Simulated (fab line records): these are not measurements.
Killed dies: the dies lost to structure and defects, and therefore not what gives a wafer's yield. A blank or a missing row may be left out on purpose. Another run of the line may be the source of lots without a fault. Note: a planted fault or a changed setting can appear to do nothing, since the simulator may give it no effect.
Matching of chambers / flow n5 finfet / 4 sister chambers for N5_BEOL_M8_ETCH_65 on rie diel-04
The step etches SiARC in CF4, target depth 15.6 nm, time 26 s. 22 wafers are shown with their chamber, then 11 later ones without.

## EACH WAFER AND ITS CHAMBER
wafer=L074.1; chamber=2; drypump motor current A (A)=4.8; showerhead plenum p Torr (Torr)=2.09; throttle valve pct (%)=15.49
wafer=L074.2; chamber=0; drypump motor current A (A)=5.9; showerhead plenum p Torr (Torr)=2.05; throttle valve pct (%)=15.85
wafer=L074.3; chamber=1; drypump motor current A (A)=5.3; showerhead plenum p Torr (Torr)=2.21; throttle valve pct (%)=15.88
wafer=L079.3; chamber=3; drypump motor current A (A)=5.7; showerhead plenum p Torr (Torr)=2.04; throttle valve pct (%)=15.70
wafer=L079.4; chamber=1; drypump motor current A (A)=5.3; showerhead plenum p Torr (Torr)=2.20; throttle valve pct (%)=15.90
wafer=L079.6; chamber=1; drypump motor current A (A)=5.3; showerhead plenum p Torr (Torr)=2.20; throttle valve pct (%)=15.87
wafer=L081.1; chamber=3; drypump motor current A (A)=5.6; showerhead plenum p Torr (Torr)=2.04; throttle valve pct (%)=15.68
wafer=L081.2; chamber=1; drypump motor current A (A)=5.3; showerhead plenum p Torr (Torr)=2.20; throttle valve pct (%)=15.90
wafer=L081.3; chamber=2; drypump motor current A (A)=4.8; showerhead plenum p Torr (Torr)=2.09; throttle valve pct (%)=15.49
wafer=L081.4; chamber=0; drypump motor current A (A)=5.8; showerhead plenum p Torr (Torr)=2.04; throttle valve pct (%)=15.87
wafer=L081.5; chamber=1; drypump motor current A (A)=5.3; showerhead plenum p Torr (Torr)=2.20; throttle valve pct (%)=15.90
wafer=L081.6; chamber=2; drypump motor current A (A)=4.8; showerhead plenum p Torr (Torr)=2.09; throttle valve pct (%)=15.51
wafer=L085.2; chamber=0; drypump motor current A (A)=5.9; showerhead plenum p Torr (Torr)=2.04; throttle valve pct (%)=15.87
wafer=L085.4; chamber=0; drypump motor current A (A)=5.9; showerhead plenum p Torr (Torr)=2.04; throttle valve pct (%)=15.87
wafer=L085.6; chamber=3; drypump motor current A (A)=5.6; showerhead plenum p Torr (Torr)=2.03; throttle valve pct (%)=15.73
wafer=L086.1; chamber=3; drypump motor current A (A)=5.7; showerhead plenum p Torr (Torr)=2.03; throttle valve pct (%)=15.72
wafer=L086.2; chamber=2; drypump motor current A (A)=4.8; showerhead plenum p Torr (Torr)=2.08; throttle valve pct (%)=15.54
wafer=L086.4; chamber=0; drypump motor current A (A)=5.8; showerhead plenum p Torr (Torr)=2.04; throttle valve pct (%)=15.88
wafer=L084.1; chamber=2; drypump motor current A (A)=4.8; showerhead plenum p Torr (Torr)=2.08; throttle valve pct (%)=15.53
wafer=L084.5; chamber=3; drypump motor current A (A)=5.6; showerhead plenum p Torr (Torr)=2.03; throttle valve pct (%)=15.73
wafer=L084.6; chamber=2; drypump motor current A (A)=4.8; showerhead plenum p Torr (Torr)=2.08; throttle valve pct (%)=15.54
wafer=L088.2; chamber=1; drypump motor current A (A)=5.3; showerhead plenum p Torr (Torr)=2.20; throttle valve pct (%)=15.92

SIGNATURES (means of the wafers above)
reading=drypump motor current A; chamber 0=5.860; chamber 1=5.300; chamber 2=4.800; chamber 3=5.640; scatter within a chamber=0.0365
reading=showerhead plenum p Torr; chamber 0=2.0420; chamber 1=2.2017; chamber 2=2.0850; chamber 3=2.0340; scatter within a chamber=0.00491
reading=throttle valve pct; chamber 0=15.8680; chamber 1=15.8950; chamber 2=15.5167; chamber 3=15.7120; scatter within a chamber=0.0192
Rule: a wafer's distance from a chamber is the root of the sum, over the readings, of the square of ((its reading less the chamber's mean) divided by the reading's scatter). If the next closest chamber is less than 2 further off than the closest, the wafer can't be placed; otherwise it belongs to the closest. The scatter: the root of (the sum of the squares of (reading less its chamber's mean) over the shown wafers, divided by (wafers less chambers)).

## WAFERS WITH NO CHAMBER GIVEN
wafer=L088.5; drypump motor current A (A)=5.3; showerhead plenum p Torr (Torr)=2.20; throttle valve pct (%)=15.93
wafer=L088.6; drypump motor current A (A)=5.9; showerhead plenum p Torr (Torr)=2.04; throttle valve pct (%)=15.89
wafer=L091.1; drypump motor current A (A)=5.8; showerhead plenum p Torr (Torr)=2.04; throttle valve pct (%)=15.91
wafer=L091.3; drypump motor current A (A)=4.8; showerhead plenum p Torr (Torr)=2.08; throttle valve pct (%)=15.57
wafer=L091.4; drypump motor current A (A)=4.8; showerhead plenum p Torr (Torr)=2.08; throttle valve pct (%)=15.54
wafer=L094.1; drypump motor current A (A)=4.8; showerhead plenum p Torr (Torr)=2.08; throttle valve pct (%)=15.54
wafer=L094.2; drypump motor current A (A)=5.6; showerhead plenum p Torr (Torr)=2.02; throttle valve pct (%)=15.77
wafer=L094.3; drypump motor current A (A)=5.8; showerhead plenum p Torr (Torr)=2.03; throttle valve pct (%)=15.91
wafer=L094.4; drypump motor current A (A)=5.3; showerhead plenum p Torr (Torr)=2.19; throttle valve pct (%)=15.48
wafer=L094.5; drypump motor current A (A)=5.6; showerhead plenum p Torr (Torr)=2.02; throttle valve pct (%)=15.76
wafer=L094.6; drypump motor current A (A)=5.9; showerhead plenum p Torr (Torr)=2.03; throttle valve pct (%)=15.91

## WHICH CHAMBER EACH ONE RAN IN
wafer=L088.5; from the rows above=1; in truth=1
wafer=L088.6; from the rows above=0; in truth=0
wafer=L091.1; from the rows above=0; in truth=0
wafer=L091.3; from the rows above=2; in truth=2
wafer=L091.4; from the rows above=2; in truth=2
wafer=L094.1; from the rows above=2; in truth=2
wafer=L094.2; from the rows above=3; in truth=3
wafer=L094.3; from the rows above=0; in truth=0
wafer=L094.4; from the rows above=1; in truth=1
wafer=L094.5; from the rows above=3; in truth=3
wafer=L094.6; from the rows above=0; in truth=0
Correct placement for 11 of the 11. Can't be placed from these rows: 0. Wrongly placed: 0.
